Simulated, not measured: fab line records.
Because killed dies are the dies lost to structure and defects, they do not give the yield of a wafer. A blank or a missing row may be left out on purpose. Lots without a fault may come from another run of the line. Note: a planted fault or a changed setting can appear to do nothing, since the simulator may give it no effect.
A lot that was struck, set against a sound lot + flow n5Finfet + 16 steps out of a route of 1938
Sound: wafers L281.1, L281.3, L281.4. Struck: wafers L288.2, L288.3, L288.6. The cause is named last.
Order at every step that has rows: each side's tool, ch and its chambers, its first start. Under that, the readings that differ: sound wafers + struck wafers + difference of the means + sigmas: that difference in standard deviations of wafers without a fault.
alike: words and numbers the same on both sides, and readings whose means are apart by under 2 such deviations; not compared: readings that were withheld, readings missing a value for some wafer, numbers with overlapping values and no deviation given by the record, and bounds like >300 which may hide the same value.
The two part at a step that has a row with sigmas, a row that says differs or no value, or rows on one side only. Numbers that don't overlap but have no deviation are shown without sigmas and don't part them. A reading that every wafer of one side lacks parts them only if that side has two wafers or more.

first, 6 steps without rows for these wafers: N5_BEOL_M2_COAT_22 (resist thk 30 nm); N5_BEOL_M2_EBR_24; N5_BEOL_M2_SOFTBAKE_23 (time 60 s); N5_BEOL_M2_EXPOSE_25 (exposes mask V1, defocus 5 nm); N5_BEOL_M2_PEB_26 (peb time 60 s); N5_BEOL_M2_DEVELOP_27 (develop time 30 s).
N5_BEOL_M2_CD_MEAS_28: target cd 26.2 nm, target cd y 24.1 nm.
  sound on cdSem-01 ch 0, day 6 22:47; struck on cdSem-02 ch 0, day 8 16:37
  alike: cdNm
N5_BEOL_M2_OVL_MEAS_29:
  sound on overlay-01 ch 0, day 6 22:49; struck on overlay-02 ch 0, day 8 16:39
  alike: V1_OVL
N5_BEOL_M2_INSPECT_30: inspects for defects (brightfield).
  sound on defectInspect-02 at day 6 22:53; struck on defectInspect-01 at day 8 16:43
  alike: rawDefectCount
N5_BEOL_M2_DESCUM_33: chemistry O2, time 7 s.
  sound on rieDiel-03 ch 2,3, day 6 23:21; struck on rieDiel-04 ch 0,1,3, day 8 16:44
| reading              | sound             | struck            | difference | sigmas |
|----------------------|-------------------|-------------------|------------|--------|
| throttleValvePct (%) | 20.27 20.65 20.64 | 20.12 20.12 20.36 | -0.32      | -2     |
  alike: drypumpMotorCurrentA, oesProductAu, rfVppV, showerheadPlenumPTorr
  not compared: rfHoursCounterH
N5_BEOL_M2_ETCH_77: etches underlayer in N2/H2, target depth 6.5 nm, time 5.2 s.
  sound on rieDiel-03 ch 2,3, day 6 23:23; struck on rieDiel-04 ch 0,1,3, day 8 16:46
  alike: biasW, drypumpMotorCurrentA, etchRfOnTimeS, oesProductAu, rfVppV, showerheadPlenumPTorr, throttleValvePct
  not compared: rfHoursCounterH
N5_BEOL_M2_ETCH_69: etches SiARC in CF4, target depth 15.6 nm, time 26 s.
  sound on rieDiel-03 ch 2,3, day 6 23:24; struck on rieDiel-04 ch 0,1,3, day 8 16:47
| reading              | sound             | struck            | difference | sigmas |
|----------------------|-------------------|-------------------|------------|--------|
| throttleValvePct (%) | 15.52 15.90 15.90 | 15.30 15.41 15.55 | -0.35      | -2     |
  alike: biasW, drypumpMotorCurrentA, etchRfOnTimeS, oesProductAu, rfVppV, showerheadPlenumPTorr
  not compared: rfHoursCounterH
N5_BEOL_M2_ALD_98: deposits SiO2, target thk 2.5 nm, pulse time 1 s, co reactant pulse time 1 s.
  sound on aldSin-03 ch 0,1, day 6 23:29; struck on aldSin-01 ch 0,1,3, day 8 17:02
  no value came back on the struck wafers for aldCycles, chamberPressureTorr (Torr), heaterPowerW (W), precursorPulseHeightRel; on the sound wafers aldCycles reads 17 17 17
N5_BEOL_M2_ETCHBACK_99: etches SiO2 in CHF3, target depth 5 nm, time 10.4 s.
  sound on rieDiel-03 ch 1,2, day 6 23:37; struck on rieDiel-02 ch 0,2,3, day 8 20:39
  alike: biasW, drypumpMotorCurrentA, oes_ar_750_au, oesProductAu, rfVppV, showerheadPlenumPTorr, throttleValvePct
  not compared: rfHoursCounterH
N5_BEOL_M4_RC_MEAS_101:
  sound on prober-01 ch 0, day 8 07:28; struck on prober-01 ch 0, day 10 03:54
  alike: DIBL_N, DIBL_P, IOFF_N, IOFF_P, ION_N, ION_P, SS_N, SS_P, VT_N, VT_P
N5_PASSIVATION_PROBE_49:
  sound wafers here have rows in the record (prober-02, day 13 01:27); struck ones have none

## WHERE THEY PART
At N5_BEOL_M2_DESCUM_33 first; at N5_PASSIVATION_PROBE_49 last (within this record only).

WHY: whatever the simulator had introduced
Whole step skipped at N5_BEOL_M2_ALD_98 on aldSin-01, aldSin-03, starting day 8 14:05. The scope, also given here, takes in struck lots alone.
